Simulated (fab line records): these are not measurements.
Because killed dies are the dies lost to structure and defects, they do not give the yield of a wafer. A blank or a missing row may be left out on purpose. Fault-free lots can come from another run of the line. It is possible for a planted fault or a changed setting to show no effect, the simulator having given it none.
fab line records	flow nand-harc
record lots=6	wafers=18	last-day=24
route steps=1159 shown P_GATE@205 P_CONTACT@217
lots untouched by any fault: they come from a run of this same line in which no faults occurred
start-h: start of the lot's first displayed wafer, in hours after the record's first day	wait-h: hours since the lot's step before	" unchanged from the row above	L1.1+2: one row covering several wafers at once	- either no value or no given start	* or withheld: withheld	< > ~ a bound
route shown NAME@n: a module of which the file shows steps, and the number in the route of the first	usual: mean and standard deviation over wafers with no fault	same: alike in all rows	chamber/n: place in a boat	sites: the reading at each site	_std_site: how widely they spread, as a standard deviation	_edge_site: mean of outer sites minus mean of inner sites	radius-mm: how far each site lies from the wafer's centre	mask NAME#n: copy n	behind: tool/chamber where the wafer was last shaped	hold: reason for holding the lot/hours on hold/outcome of the hold	device: whichever transistor did not switch (one of n, p or np)	end of line: the tests these same wafers got at the end of their route	a step given without rows: its recipe and nothing more	killed: dies that structure and defects cost at the first sort, which is not the same as the wafer's yield	map: a wafer's dies, marking killed ones x, the rest . and places with no die _
set.NAME: the setting the step ran with; set.NAME@STEP: the setting that earlier step ran with	model.NAME: the simulator's own value behind a step, which no gauge read
lots at selected steps of the route; one table per step, one row per wafer
services: the hour from which a tool's chamber was out of use, counted from the record's first day as start-h (under 0 if before that day), plus the number of hours and why
## steps
# step NHARC_P_GATE_STRIP_95
# recipe power-w=1500	temp-c=250	chemistry=O2
# usual drypump-motor-current-A=5.73/0.2	heater-power-w=341/28
lot.wafer	tool	chamber	start-h	wait-h	drypump-motor-current-A	heater-power-w	rf-hours-counter-h
L885.2	plasma-asher-02	0	136.21	0.6	5.72	307	40
L885.4	"	1	"	"	5.82	322	-
L885.6	"	1	"	"	5.83	320	-
L886.2	plasma-asher-01	1	141.41	0.6	5.41	357	13
L886.1	"	0	"	"	5.98	370	13
L886.3	"	0	"	"	5.95	373	-
L891.1	plasma-asher-01	0	167.21	0.6	5.96	375	21
L891.4	"	0	"	"	5.97	372	-
L891.5	"	0	"	"	5.98	367	-
L894.1	plasma-asher-01	1	193.16	0.6	5.39	373	33
L894.2	"	0	"	"	5.99	362	33
L894.4	"	0	"	"	5.97	370	-
L900.1	plasma-asher-01	1	227.39	0.6	5.41	368	43
L900.5	"	1	"	"	5.45	367	-
L900.6	"	0	"	"	5.96	372	-
L901.3	plasma-asher-01	1	232.69	0.4	5.43	363	-
L901.4	"	0	"	"	6.00	372	-
L901.5	"	1	"	"	5.43	371	-
# step NHARC_P_GATE_STRIP_96
# recipe time-s=900	temp-c=130	chemistry=SPM
# step NHARC_P_GATE_RTA_64
# recipe temp-c=1050	time-s=1
# usual lamp-power-pct=36.2/1.5	wafer_temp_C_max=1056.5/1.4
lot.wafer	tool	chamber	start-h	wait-h	lamp-power-pct	wafer_temp_C_max
L885.2	rtp-anneal-02	0	136.82	-	34.9	1054.8
L885.4	"	0	"	"	34.9	1056.8
L885.6	"	0	"	"	34.9	1055.2
L886.1	rtp-anneal-01	0	141.97	-	37.9	1058.0
L886.2	"	0	"	"	38.0	1056.0
L886.3	"	0	"	"	37.9	1056.0
L891.1	rtp-anneal-02	0	167.77	-	35.0	1055.3
L891.4	"	0	"	"	34.9	1055.4
L891.5	"	0	"	"	34.9	1056.5
L894.1	rtp-anneal-01	0	193.87	-	37.9	1056.9
L894.2	"	0	"	"	37.8	1059.5
L894.4	"	0	"	"	37.9	1055.7
L900.1	rtp-anneal-01	0	227.95	-	37.9	1059.1
L900.5	"	0	"	"	37.9	1057.0
L900.6	"	0	"	"	38.0	1059.1
L901.3	rtp-anneal-02	0	233.29	-	35.0	1056.9
L901.4	"	0	"	"	35.0	1056.2
L901.5	"	0	"	"	34.9	1054.6
# step NHARC_P_GATE_ETCH_77
# recipe target-depth-a=60	chemistry=dHF	material=SiO2
# step NHARC_P_GATE_DEGAS_109
# recipe temp-c=300	time-s=60
# usual heater-power-w=451/47	susceptor-temp-C=300.00/0.2
lot.wafer	tool	chamber	start-h	wait-h	heater-power-w	susceptor-temp-C
L885.2	pvd-sputter-02	-	137.09	0.1	510	299.88
L885.4	"	-	"	"	436	300.14
L885.6	"	-	"	"	508	300.00
L886.3	pvd-sputter-01	-	142.29	0.1	482	300.08
L886.1	"	-	"	"	547	300.11
L886.2	"	-	"	"	431	300.42
L891.1	pvd-sputter-03	-	168.07	0.1	458	299.82
L891.4	"	-	"	"	436	299.99
L891.5	"	-	"	"	459	299.63
L894.1	pvd-sputter-01	-	194.18	0.1	387	299.90
L894.2	"	-	"	"	480	299.95
L894.4	"	-	"	"	437	299.90
L900.1	pvd-sputter-02	-	228.25	0.1	517	299.81
L900.5	"	-	"	"	521	300.25
L900.6	"	-	"	"	487	299.94
L901.4	pvd-sputter-03	-	233.54	0.1	390	-
L901.3	"	-	"	"	422	-
L901.5	"	-	"	"	443	-
# step NHARC_P_GATE_PRE_CLEAN_110
# recipe time-s=30	bias-v=200	gas=Ar
# step NHARC_P_GATE_SPUTTER_78
# recipe target-thk-a=100	material=Ni
# step NHARC_P_GATE_SPUTTER_79
# recipe target-thk-a=100	material=TiN
# step NHARC_P_GATE_RTA_80
# recipe temp-c=300	time-s=30
# usual lamp-power-pct=2.17/0.089	wafer_temp_C_max=301.9/0.44
lot.wafer	tool	chamber	start-h	wait-h	lamp-power-pct	wafer_temp_C_max
L885.2	rtp-anneal-01	0	137.42	-	2.26	302.4
L885.4	"	0	"	"	2.27	301.8
L885.6	"	0	"	"	2.27	302.5
L886.1	rtp-anneal-02	0	142.59	-	2.08	301.2
L886.2	"	0	"	"	2.08	302.1
L886.3	"	0	"	"	2.08	302.3
L891.1	rtp-anneal-02	0	168.38	-	2.08	300.9
L891.4	"	0	"	"	2.08	301.9
L891.5	"	0	"	"	2.08	301.6
L894.1	rtp-anneal-02	0	194.60	-	2.08	301.9
L894.2	"	0	"	"	2.08	301.8
L894.4	"	0	"	"	2.08	301.3
L900.1	rtp-anneal-01	0	228.57	-	2.26	302.9
L900.5	"	0	"	"	2.25	301.7
L900.6	"	0	"	"	2.25	302.2
L901.3	rtp-anneal-01	0	233.89	-	2.26	302.4
L901.4	"	0	"	"	2.26	302.2
L901.5	"	0	"	"	2.26	302.0
# step NHARC_P_GATE_STRIP_67
# recipe time-s=600	temp-c=130	chemistry=SPM
# step NHARC_P_GATE_RTA_82
# recipe temp-c=450	time-s=30
# usual lamp-power-pct=4.26/0.18	wafer_temp_C_max=452.8/0.66
lot.wafer	tool	chamber	start-h	wait-h	lamp-power-pct	wafer_temp_C_max
L885.2	rtp-anneal-02	0	137.87	-	4.09	452.1
L885.4	"	0	"	"	4.09	453.3
L885.6	"	0	"	"	4.09	452.6
L886.1	rtp-anneal-02	0	143.06	-	4.09	452.0
L886.2	"	0	"	"	4.09	452.1
L886.3	"	0	"	"	4.09	452.8
L891.1	rtp-anneal-02	0	168.83	-	4.09	451.8
L891.4	"	0	"	"	4.09	451.4
L891.5	"	0	"	"	4.09	454.2
L894.1	rtp-anneal-01	0	195.06	-	4.44	452.9
L894.2	"	0	"	"	4.44	452.3
L894.4	"	0	"	"	4.44	452.8
L900.1	rtp-anneal-02	0	229.03	-	4.09	452.3
L900.5	"	0	"	"	4.08	452.2
L900.6	"	0	"	"	4.09	453.0
L901.3	rtp-anneal-01	0	234.35	-	4.44	452.9
L901.4	"	0	"	"	4.44	453.0
L901.5	"	0	"	"	4.44	453.1
# step NHARC_P_GATE_INSPECT_68
# usual raw-defect-count=202/64
lot.wafer	tool	chamber	start-h	wait-h	raw-defect-count
L885.2	defect-inspect-01	-	138.04	0.1	132
L885.4	"	-	"	"	130
L885.6	"	-	"	"	120
L886.1	defect-inspect-01	-	143.26	0.2	255
L886.2	"	-	"	"	238
L886.3	"	-	"	"	222
L891.1	defect-inspect-02	-	169.03	0.2	280
L891.4	"	-	"	"	224
L891.5	"	-	"	"	288
L894.1	defect-inspect-01	-	195.26	0.2	190
L894.2	"	-	"	"	126
L894.4	"	-	"	"	179
L900.1	defect-inspect-01	-	229.23	0.2	217
L900.5	"	-	"	"	195
L900.6	"	-	"	"	175
L901.3	defect-inspect-01	-	234.49	0.1	288
L901.4	"	-	"	"	227
L901.5	"	-	"	"	326
# step NHARC_P_CONTACT_DEP_30
# recipe target-thk-a=300	temp-c=400	target-thk-nm=30	flow-sccm=200	rf-w=450	material=SiNx
# usual heater-power-outer-w=449/59	heater-power-w=740/78	susceptor-temp-C=400.03/0.21
lot.wafer	tool	chamber	start-h	wait-h	heater-power-outer-w	heater-power-w	susceptor-temp-C
L885.2	pecvd-01	2	138.29	0.2	451	715	400.28
L885.4	"	0	"	"	529	805	400.01
L885.6	"	1	"	"	381	683	400.38
L886.1	pecvd-02	0	143.54	0.3	467	720	399.99
L886.3	"	1	"	"	527	854	400.06
L886.2	"	2	"	"	372	701	399.94
L886.1	pecvd-02	0	144.00	-	482	738	399.85
L886.3	"	1	"	"	524	861	400.19
L886.2	"	2	"	"	372	701	400.12
L891.1	pecvd-04	0	169.14	0.1	365	663	400.20
L891.5	"	0	"	"	358	650	399.81
L891.4	"	1	"	"	481	768	400.09
L894.2	pecvd-01	0	195.50	0.2	463	690	399.97
L894.1	"	2	"	"	459	731	400.35
L894.4	"	2	"	"	458	737	400.14
L894.2	pecvd-01	0	195.96	-	462	714	399.61
L894.1	"	2	"	"	468	719	400.20
L894.4	"	2	"	"	466	719	399.81
L900.1	pecvd-04	2	229.29	0.1	453	791	400.35
L900.6	"	0	"	"	337	603	400.13
L900.5	"	1	"	"	455	712	399.89
L901.3	pecvd-04	2	234.68	0.2	486	862	399.75
L901.4	"	0	"	"	389	690	400.08
L901.5	"	1	"	"	419	699	399.96
# step NHARC_P_CONTACT_DEP_00
# recipe target-thk-a=5000	temp-c=400	pressure-torr=6.5	rf-w=900	teos-flow-sccm=161.4	flow-sccm=2650	target-thk-nm=500	gas=O2	material=SiO2
## services
tool	chamber	start-h	hours	kind
plasma-asher-02	-	122.45	5.3	repair
pvd-sputter-03	-	130.64	9.9	repair
pecvd-04	0	133.56	4.3	repair
pecvd-02	-	153.00	13.0	pm
pecvd-02	0	153.00	13.0	vent-cycle
pecvd-02	1	153.00	13.0	vent-cycle
pecvd-02	2	153.00	13.0	vent-cycle
pvd-sputter-01	-	158.00	10.0	pm
pecvd-02	0	166.00	-	clean
pecvd-02	1	166.00	-	clean
pecvd-02	2	166.00	-	clean
pvd-sputter-03	-	169.42	2.5	repair
pvd-sputter-02	-	181.17	4.7	repair
plasma-asher-02	-	183.50	9.0	pm
plasma-asher-02	0	183.50	9.0	vent-cycle
pecvd-04	-	195.31	13.0	pm
pecvd-04	0	195.31	13.0	vent-cycle
pecvd-04	1	195.31	13.0	vent-cycle
pecvd-04	2	195.31	13.0	vent-cycle
plasma-asher-01	-	204.99	0.9	repair
pecvd-04	0	208.31	-	clean
pecvd-04	1	208.31	-	clean
pecvd-04	2	208.31	-	clean
pvd-sputter-02	-	214.00	10.0	pm
## key
first-sign step=NHARC_P_CONTACT_DEP_30	reading=visit	direction=added
effect none on later readings
met-at NHARC_P_CONTACT_DEP_30
struck-wafers L886.1,L886.2,L886.3,L894.1,L894.2,L894.4
sort-left-out L886.1,L886.2,L886.3,L894.1,L894.2,L894.4
tester-left-out L886,L894
fault kind=repeated-step-whole	tool=pecvd-01,pecvd-02,pecvd-04	chamber=-	onset-h=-	steps=NHARC_P_CONTACT_DEP_30	times=1	scope=struck-lots-only
# tester-left-out: of these lots the tester's yield and bins aren't shown, on N5 and GAA mostly nor the transistor test; their killed dies are dies lost to structure and defects alone, not to doping, threshold or leakage, so they don't give the yield
# sort-left-out: the simulated sort isn't trusted on such a fault, so these wafers' sort isn't shown, and their yield isn't known
